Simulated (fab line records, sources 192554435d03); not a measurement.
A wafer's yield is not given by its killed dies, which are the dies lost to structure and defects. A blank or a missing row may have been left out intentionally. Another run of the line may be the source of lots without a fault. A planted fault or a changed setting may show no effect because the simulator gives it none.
Split-lot experiment :: flow n5Finfet :: on a route of 1938 steps: 7 lots, 39 wafers read

SPLIT DETAILS
At N5_BEOL_M3_ETCH_41 (etches SiCN in CH3F/O2, target depth 29.9 nm, time 52.5 s), the setting targetDepthA was moved away from the recipe's 299 angstrom on 6 of the 39 wafers read, by -55.2% to +21.2%. This setting was run at the recipe's value on the other wafers.

Reading taken at the split's own step.

THE READING
etch.depthNm (the simulator's own value, which no gauge read), in nm, at N5_BEOL_M3_ETCH_41 (etches SiCN in CH3F/O2, target depth 29.9 nm, time 52.5 s). There is no usual value for it anywhere in the file. Average 20.021 nm, standard deviation 0.35 nm, over the 33 wafers here run with the recipe.

wafer: L074.1
tool, chamber at the split: rieDiel-05, 1
targetDepthA as run, angstrom: 299
against the recipe: recipe
etch.depthNm, nm: 20.42
against lot-mates on the recipe: -

wafer: L074.2
tool, chamber at the split: rieDiel-05, 2
targetDepthA as run, angstrom: 299
against the recipe: recipe
etch.depthNm, nm: 20.22
against lot-mates on the recipe: -

wafer: L074.3
tool, chamber at the split: rieDiel-05, 0
targetDepthA as run, angstrom: 299
against the recipe: recipe
etch.depthNm, nm: 19.6
against lot-mates on the recipe: -

wafer: L074.4
tool, chamber at the split: rieDiel-05, 3
targetDepthA as run, angstrom: 299
against the recipe: recipe
etch.depthNm, nm: 20.16
against lot-mates on the recipe: -

wafer: L074.5
tool, chamber at the split: rieDiel-05, 1
targetDepthA as run, angstrom: 299
against the recipe: recipe
etch.depthNm, nm: 20.76
against lot-mates on the recipe: -

wafer: L074.6
tool, chamber at the split: rieDiel-05, 2
targetDepthA as run, angstrom: 299
against the recipe: recipe
etch.depthNm, nm: 20.11
against lot-mates on the recipe: -

wafer: L079.3
tool, chamber at the split: rieDiel-05, 2
targetDepthA as run, angstrom: 299
against the recipe: recipe
etch.depthNm, nm: 20.49
against lot-mates on the recipe: -

wafer: L079.5
tool, chamber at the split: rieDiel-05, 1
targetDepthA as run, angstrom: 299
against the recipe: recipe
etch.depthNm, nm: 20.36
against lot-mates on the recipe: -

wafer: L079.6
tool, chamber at the split: rieDiel-05, 3
targetDepthA as run, angstrom: 299
against the recipe: recipe
etch.depthNm, nm: 20.07
against lot-mates on the recipe: -

wafer: L082.1
tool, chamber at the split: rieDiel-03, 1
targetDepthA as run, angstrom: 299
against the recipe: recipe
etch.depthNm, nm: 20.17
against lot-mates on the recipe: -

wafer: L082.2
tool, chamber at the split: rieDiel-03, 0
targetDepthA as run, angstrom: 299
against the recipe: recipe
etch.depthNm, nm: 19.59
against lot-mates on the recipe: -

wafer: L082.3
tool, chamber at the split: rieDiel-03, 3
targetDepthA as run, angstrom: 299
against the recipe: recipe
etch.depthNm, nm: 19.94
against lot-mates on the recipe: -

wafer: L082.4
tool, chamber at the split: rieDiel-03, 2
targetDepthA as run, angstrom: 299
against the recipe: recipe
etch.depthNm, nm: 19.5
against lot-mates on the recipe: -

wafer: L082.5
tool, chamber at the split: rieDiel-03, 2
targetDepthA as run, angstrom: 299
against the recipe: recipe
etch.depthNm, nm: 19.69
against lot-mates on the recipe: -

wafer: L082.6
tool, chamber at the split: rieDiel-03, 1
targetDepthA as run, angstrom: 299
against the recipe: recipe
etch.depthNm, nm: 20.18
against lot-mates on the recipe: -

wafer: L084.1
tool, chamber at the split: rieDiel-06, 0
targetDepthA as run, angstrom: 299
against the recipe: recipe
etch.depthNm, nm: 20.24
against lot-mates on the recipe: -

wafer: L084.2
tool, chamber at the split: rieDiel-06, 2
targetDepthA as run, angstrom: 299
against the recipe: recipe
etch.depthNm, nm: 19.48
against lot-mates on the recipe: -

wafer: L084.3
tool, chamber at the split: rieDiel-06, 3
targetDepthA as run, angstrom: 299
against the recipe: recipe
etch.depthNm, nm: 19.71
against lot-mates on the recipe: -

wafer: L084.4
tool, chamber at the split: rieDiel-06, 1
targetDepthA as run, angstrom: 299
against the recipe: recipe
etch.depthNm, nm: 20.25
against lot-mates on the recipe: -

wafer: L084.5
tool, chamber at the split: rieDiel-06, 3
targetDepthA as run, angstrom: 299
against the recipe: recipe
etch.depthNm, nm: 19.49
against lot-mates on the recipe: -

wafer: L084.6
tool, chamber at the split: rieDiel-06, 2
targetDepthA as run, angstrom: 299
against the recipe: recipe
etch.depthNm, nm: 19.46
against lot-mates on the recipe: -

wafer: L085.1
tool, chamber at the split: rieDiel-05, 3
targetDepthA as run, angstrom: 299
against the recipe: recipe
etch.depthNm, nm: 19.85
against lot-mates on the recipe: -

wafer: L085.2
tool, chamber at the split: rieDiel-05, 2
targetDepthA as run, angstrom: 134
against the recipe: -55.2%
etch.depthNm, nm: 9.134
against lot-mates on the recipe: -10.899

wafer: L085.3
tool, chamber at the split: rieDiel-05, 1
targetDepthA as run, angstrom: 299
against the recipe: recipe
etch.depthNm, nm: 20.3
against lot-mates on the recipe: -

wafer: L085.4
tool, chamber at the split: rieDiel-05, 2
targetDepthA as run, angstrom: 134
against the recipe: -55.2%
etch.depthNm, nm: 9.113
against lot-mates on the recipe: -10.920

wafer: L085.5
tool, chamber at the split: rieDiel-05, 1
targetDepthA as run, angstrom: 134
against the recipe: -55.2%
etch.depthNm, nm: 8.947
against lot-mates on the recipe: -11.086

wafer: L085.6
tool, chamber at the split: rieDiel-05, 3
targetDepthA as run, angstrom: 299
against the recipe: recipe
etch.depthNm, nm: 19.95
against lot-mates on the recipe: -

wafer: L089.1
tool, chamber at the split: rieDiel-05, 0
targetDepthA as run, angstrom: 299
against the recipe: recipe
etch.depthNm, nm: 20.02
against lot-mates on the recipe: -

wafer: L089.2
tool, chamber at the split: rieDiel-05, 1,2
targetDepthA as run, angstrom: 299
against the recipe: recipe
etch.depthNm, nm: 20.54
against lot-mates on the recipe: -

wafer: L089.4
tool, chamber at the split: rieDiel-05, 1,2
targetDepthA as run, angstrom: 299
against the recipe: recipe
etch.depthNm, nm: 20.54
against lot-mates on the recipe: -

wafer: L089.3
tool, chamber at the split: rieDiel-05, 3
targetDepthA as run, angstrom: 299
against the recipe: recipe
etch.depthNm, nm: 19.79
against lot-mates on the recipe: -

wafer: L089.5
tool, chamber at the split: rieDiel-05, 0
targetDepthA as run, angstrom: 299
against the recipe: recipe
etch.depthNm, nm: 19.88
against lot-mates on the recipe: -

wafer: L089.6
tool, chamber at the split: rieDiel-05, 1
targetDepthA as run, angstrom: 299
against the recipe: recipe
etch.depthNm, nm: 20.33
against lot-mates on the recipe: -

wafer: L094.1
tool, chamber at the split: rieDiel-06, 1
targetDepthA as run, angstrom: 362.4
against the recipe: +21.2%
etch.depthNm, nm: 24.76
against lot-mates on the recipe: +4.893

wafer: L094.2
tool, chamber at the split: rieDiel-06, 3
targetDepthA as run, angstrom: 299
against the recipe: recipe
etch.depthNm, nm: 19.53
against lot-mates on the recipe: -

wafer: L094.3
tool, chamber at the split: rieDiel-06, 2
targetDepthA as run, angstrom: 362.4
against the recipe: +21.2%
etch.depthNm, nm: 23.85
against lot-mates on the recipe: +3.983

wafer: L094.4
tool, chamber at the split: rieDiel-06, 3
targetDepthA as run, angstrom: 362.4
against the recipe: +21.2%
etch.depthNm, nm: 23.78
against lot-mates on the recipe: +3.913

wafer: L094.5
tool, chamber at the split: rieDiel-06, 2
targetDepthA as run, angstrom: 299
against the recipe: recipe
etch.depthNm, nm: 19.93
against lot-mates on the recipe: -

wafer: L094.6
tool, chamber at the split: rieDiel-06, 1
targetDepthA as run, angstrom: 299
against the recipe: recipe
etch.depthNm, nm: 20.14
against lot-mates on the recipe: -
If several chambers appear in one row, that row covers several wafers at once and the file leaves open which wafer was in which chamber.

FIT RESULTS
A straight line over all 39 wafers: etch.depthNm changes by +0.198 nm for each +1% of targetDepthA; r = +0.99; the points scatter about the line by 0.36 nm.
The same after taking each lot's own level away (the mean of its wafers on the recipe; 39 wafers): +0.199 nm for each +1%; r = +1.00; scatter 0.31 nm.
That fit puts the effect of the largest move of targetDepthA on the reading at 11 nm.
Across the lots, their own levels run from 19.7717 to 20.3067 nm, a range of 1.5 times the standard deviation given above.
Consequently the slope shifts little with the lot-to-lot level, the two slopes agreeing.
Check: with one of the wafers moved furthest among these (-55.2%) left out of the fit, the line predicts -11 nm for it against its lot-mates. It came out at -10.9 nm against them.

THESE WAFERS: OTHER SPLITS
Other splits were also applied to these wafers ahead of the reading. Each is held against what the fit with the lots' levels taken away leaves over:
other split on the same wafers: N5_ZERO_LAYER_ETCH_18 targetDepthA
wafers away from the commonest value: 12
r with etch.depthNm (lot level and that fit taken away): -0.02

other split on the same wafers: N5_FIN_SAQP_ETCH_69 targetDepthA
wafers away from the commonest value: 15
r with etch.depthNm (lot level and that fit taken away): +0.16

other split on the same wafers: N5_SD_EPI_P_EPI_21 timeS
wafers away from the commonest value: 15
r with etch.depthNm (lot level and that fit taken away): +0.03

other split on the same wafers: N5_HKMG_FIN_ETCH_35 targetDepthA
wafers away from the commonest value: 12
r with etch.depthNm (lot level and that fit taken away): +0.04

other split on the same wafers: N5_BEOL_M0_SAQP_SPACER1_ALD_98 aldCycles
wafers away from the commonest value: 15
r with etch.depthNm (lot level and that fit taken away): -0.32

FILE'S OWN FIT
etch.depthNm changes by +0.199 nm for each +1% of targetDepthA, r = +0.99.
